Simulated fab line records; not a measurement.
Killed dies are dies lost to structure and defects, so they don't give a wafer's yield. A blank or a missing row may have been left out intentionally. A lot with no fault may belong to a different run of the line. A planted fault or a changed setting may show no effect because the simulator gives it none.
Struck lot and sound lot, side by side    flow nand harc    15 out of 1159 route steps
Sound: the wafers L932.1, L932.4, L932.5. Struck: wafers L939.2, L939.4, L939.6. At the end, the cause is stated.
Per side, at each step with rows, come the tool, then ch with its chambers, and then its first start. Under that, the readings that differ: sound wafers    struck wafers    difference of the means    sigmas: that difference in standard deviations of wafers without a fault.
alike: readings with means less than 2 such deviations apart, plus words and numbers identical on both sides. not compared: withheld readings, readings lacking a value on some wafer, bounds such as >300 that could conceal the same value, and numbers that have no deviation in the record and whose values overlap.
The two part at a step that has a row with sigmas, a row that says differs or no value, or rows on one side only. When numbers do not overlap yet have no deviation, they are printed without sigmas and do not part them. A reading that every wafer of one side lacks parts them only if that side has two wafers or more.

NHARC_THIN_TSV_ETCH_44: etches the open film in CF4/O2, target depth 1594.2 nm, time 797.1 s.
  sound on rie diel-04 ch 0,1,2, day 19 00:58; struck on rie diel-05 ch 0,1, day 22 23:15
  alike: drypump motor current A, oes product au, rf vpp V, showerhead plenum p Torr, throttle valve pct
  not compared: rf hours counter h
then, 1 step without rows for these wafers: NHARC_THIN_TSV_ETCH_15 (target depth 3000 nm, bosch target overetch cycles 2, bosch etch step 2.8 s).
NHARC_THIN_TSV_CD_MEAS_16:
  struck on cd sem-01, day 22 23:56; sound on cd sem-03, day 19 01:43
  alike: cd nm
NHARC_THIN_TSV_STRIP_45: strips in O2.
  sound on plasma asher-01 ch 0,1, day 19 01:50; struck on plasma asher-01 ch 0,1, day 23 00:08
  alike: drypump motor current A, heater power w
  not compared: rf hours counter h
then, 3 steps without rows for these wafers: NHARC_THIN_TSV_STRIP_46 (strips in post etch residue remover, time 1200 s); NHARC_THIN_TSV_DEP_47 (deposits SiO2, target thk 200 nm); NHARC_THIN_TSV_ETCHBACK_48 (etches the open film in C4F8/Ar, target depth 1028.5 nm, time 405.17 s).
NHARC_THIN_TSV_STRIP_62: strips in N2/H2, time 20 s.
  sound on plasma asher-01 ch 1, day 19 03:22; struck on plasma asher-01 ch 0,1, day 23 01:45
  alike: drypump motor current A, heater power w
  not compared: rf hours counter h
then, 2 steps without rows for these wafers: NHARC_THIN_TSV_DEGAS_49 (time 120 s); NHARC_THIN_TSV_PRE_CLEAN_50 (time 30 s).
NHARC_THIN_TSV_PVD_19: deposits TaN, target thk 20 nm.
  sound on pvd sputter-02; struck on pvd sputter-01
  alike: throttle valve pct
NHARC_THIN_TSV_PVD_51: deposits Cu, target thk 100 nm.
  sound on pvd sputter-02; struck on pvd sputter-01
reading                 sound           struck          difference  sigmas
throttle valve pct (%)  29.1 31.2 31.3  28.1 29.6 28.8  -1.7        -2
NHARC_THIN_TSV_ECD_20: material Cu, target thk 2000 nm.
  sound on ecd cu-02 ch 0,1, day 19 04:05; struck on ecd cu-01 ch 0, day 23 03:12
then, 1 step without rows for these wafers: NHARC_THIN_TSV_ANNEAL_52 (time 90 s).
NHARC_END_SORT_01:
  sound on prober-01 ch 0, day 19 21:19; struck on prober-01 ch 0, day 23 13:30
reading                   sound             struck          difference  sigmas
defect limited yield (%)  97.6 96.3 97.3    93.8 92.3 92.5  -4.2        -3
killed at other           0 0 0             4 2 4           +3          +3
killed at periphery       0 0 1             7 6 12          +8          +3
killed dies               16 25 18          42 52 51        +29         +3
sort_bin_2_pct (%)        0.7 0.3 0.6       1.9 2.2 3.0     +1.8        +3
sort n pass               661 652 659       635 625 626     -29         -3
sort rim yield pct (%)    100.0 100.0 97.2  94.3 95.3 94.3  -4.4        -2
sort yield pct (%)        97.6 96.3 97.3    93.8 92.3 92.5  -4.2        -3
  alike: killed at array, killed open, killed short, sort_bin_3_pct, sort_bin_4_pct

== WHERE THEY PART ==
First at NHARC_THIN_TSV_PVD_51; last, within this record, at NHARC_END_SORT_01.

WHY: the cause the simulator had injected
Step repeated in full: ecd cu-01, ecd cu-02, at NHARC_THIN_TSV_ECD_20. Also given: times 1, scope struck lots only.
